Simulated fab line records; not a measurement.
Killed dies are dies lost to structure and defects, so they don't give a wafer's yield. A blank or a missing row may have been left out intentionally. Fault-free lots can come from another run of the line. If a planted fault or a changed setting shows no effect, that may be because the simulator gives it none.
Lot-split experiment :: flow n5_finfet :: route with 1938 steps; 7 lots, 21 wafers read

## THE SPLIT ITSELF
At N5_GATE_CUT_ETCH_58 (etches SiNx in CH3F/O2, target depth 17 nm, time 128.6 s), the setting source_w was moved away from the recipe's 415 W on 9 of the 21 wafers read, by -17.5% to +11.8%. All remaining wafers had this setting at the recipe value.

The split's own step is where the reading is taken.

## THE READING
rf_vpp_V, in V, at N5_GATE_CUT_ETCH_58 (etches SiNx in CH3F/O2, target depth 17 nm, time 128.6 s). Typical for fault-free wafers on this fab line: 99.0 V, with standard deviation 0.98 V.

wafer: L077.3
tool, chamber at the split: rie_diel-03, 2
source_w as run, W: 344.1
against the recipe: -17.1%
rf_vpp_V, V: 106.3
against lot-mates on the recipe: +7.4

wafer: L077.5
tool, chamber at the split: rie_diel-03, 3
source_w as run, W: 415
against the recipe: recipe
rf_vpp_V, V: 98.9
against lot-mates on the recipe: -

wafer: L077.6
tool, chamber at the split: rie_diel-03, 2
source_w as run, W: 344.1
against the recipe: -17.1%
rf_vpp_V, V: 105.5
against lot-mates on the recipe: +6.6

wafer: L078.1
tool, chamber at the split: rie_diel-04, 0
source_w as run, W: 415
against the recipe: recipe
rf_vpp_V, V: 97.8
against lot-mates on the recipe: -

wafer: L078.2
tool, chamber at the split: rie_diel-04, 1
source_w as run, W: 415
against the recipe: recipe
rf_vpp_V, V: 98.9
against lot-mates on the recipe: -

wafer: L078.6
tool, chamber at the split: rie_diel-04, 1
source_w as run, W: 415
against the recipe: recipe
rf_vpp_V, V: 98.6
against lot-mates on the recipe: -

wafer: L082.3
tool, chamber at the split: rie_diel-05, 0
source_w as run, W: 393.8
against the recipe: -5.1%
rf_vpp_V, V: 99.7
against lot-mates on the recipe: +0.3

wafer: L082.4
tool, chamber at the split: rie_diel-05, 2
source_w as run, W: 415
against the recipe: recipe
rf_vpp_V, V: 99.6
against lot-mates on the recipe: -

wafer: L082.5
tool, chamber at the split: rie_diel-05, 0
source_w as run, W: 415
against the recipe: recipe
rf_vpp_V, V: 99.2
against lot-mates on the recipe: -

wafer: L090.1
tool, chamber at the split: rie_diel-03, 1
source_w as run, W: 464.1
against the recipe: +11.8%
rf_vpp_V, V: 96.7
against lot-mates on the recipe: -3.2

wafer: L090.3
tool, chamber at the split: rie_diel-03, 2
source_w as run, W: 415
against the recipe: recipe
rf_vpp_V, V: 99.9
against lot-mates on the recipe: -

wafer: L090.6
tool, chamber at the split: rie_diel-03, 0
source_w as run, W: 464.1
against the recipe: +11.8%
rf_vpp_V, V: 94.2
against lot-mates on the recipe: -5.7

wafer: L092.1
tool, chamber at the split: rie_diel-04, 3
source_w as run, W: 415
against the recipe: recipe
rf_vpp_V, V: 98.2
against lot-mates on the recipe: -

wafer: L092.2
tool, chamber at the split: rie_diel-04, 0
source_w as run, W: 415
against the recipe: recipe
rf_vpp_V, V: 98.8
against lot-mates on the recipe: -

wafer: L092.6
tool, chamber at the split: rie_diel-04, 0
source_w as run, W: 415
against the recipe: recipe
rf_vpp_V, V: 98.5
against lot-mates on the recipe: -

wafer: L094.3
tool, chamber at the split: rie_diel-04, 0
source_w as run, W: 342.4
against the recipe: -17.5%
rf_vpp_V, V: 106.5
against lot-mates on the recipe: +5.4

wafer: L094.4
tool, chamber at the split: rie_diel-04, 3
source_w as run, W: 342.4
against the recipe: -17.5%
rf_vpp_V, V: 107.5
against lot-mates on the recipe: +6.4

wafer: L094.6
tool, chamber at the split: rie_diel-04, 2
source_w as run, W: 415
against the recipe: recipe
rf_vpp_V, V: 101.1
against lot-mates on the recipe: -

wafer: L095.3
tool, chamber at the split: rie_diel-03, 3
source_w as run, W: 415
against the recipe: recipe
rf_vpp_V, V: 99.6
against lot-mates on the recipe: -

wafer: L095.5
tool, chamber at the split: rie_diel-03, 3
source_w as run, W: 381.4
against the recipe: -8.1%
rf_vpp_V, V: 103.3
against lot-mates on the recipe: +3.7

wafer: L095.6
tool, chamber at the split: rie_diel-03, 2
source_w as run, W: 381.4
against the recipe: -8.1%
rf_vpp_V, V: 102.6
against lot-mates on the recipe: +3.0

THE FIT
A straight line over all 21 wafers: rf_vpp_V changes by -0.397 V for each +1% of source_w; r = -0.96; the points scatter about the line by 0.99 V.
The same after taking each lot's own level away (the mean of its wafers on the recipe; 21 wafers): -0.374 V for each +1%; r = -0.98; scatter 0.7 V.
Per that fit: largest source_w move, reading shift of 6.5 V.
The lots' own levels span 98.43 to 101.10 V, that is 2.7 times the standard deviation above.
Consequently the slope shifts little with the lot-to-lot level, the two slopes agreeing.
Check: for one of the wafers moved furthest among these (-17.5%), held out of the fit, the line's prediction against its lot-mates is +6.74 V. It came out at +5.4 V against them.
Tool readings at the split's step, against how far the setting was moved: rf_vpp_V r = -0.96.

## ADDITIONAL SPLITS CARRIED BY THESE WAFERS
These wafers also went through other splits before the reading. Each is held against what the fit with the lots' levels taken away leaves over:
other split on the same wafers: N5_SD_EPI_P_EPI_21 epi_growth_time_s
wafers away from the commonest value: 6
r with rf_vpp_V (lot level and that fit taken away): +0.39

other split on the same wafers: N5_HKMG_FIN_HK_ALD_01 ald_cycles
wafers away from the commonest value: 7
r with rf_vpp_V (lot level and that fit taken away): -0.18

other split on the same wafers: N5_HKMG_FIN_COAT_43 spin_rpm
wafers away from the commonest value: 5
r with rf_vpp_V (lot level and that fit taken away): +0.00

## THE WHOLE CHAIN: every reading that the file lists as answering this split, in the file's order
step: N5_GATE_CUT_ETCH_58
what it does: etches SiNx in CH3F/O2, target depth 17 nm, time 128.6 s
reading: rf_vpp_V
change (the file's fit): -0.363 V for each +1% of the setting
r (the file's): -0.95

step: N5_GATE_CUT_ETCH_58
what it does: etches SiNx in CH3F/O2, target depth 17 nm, time 128.6 s
reading: etch.depth_nm (the simulator's own value, which no gauge read)
change (the file's fit): +0.0628 nm for each +1% of the setting
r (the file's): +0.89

## THE FILE'S OWN FIT
rf_vpp_V changes by -0.363 V for each +1% of source_w, r = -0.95.
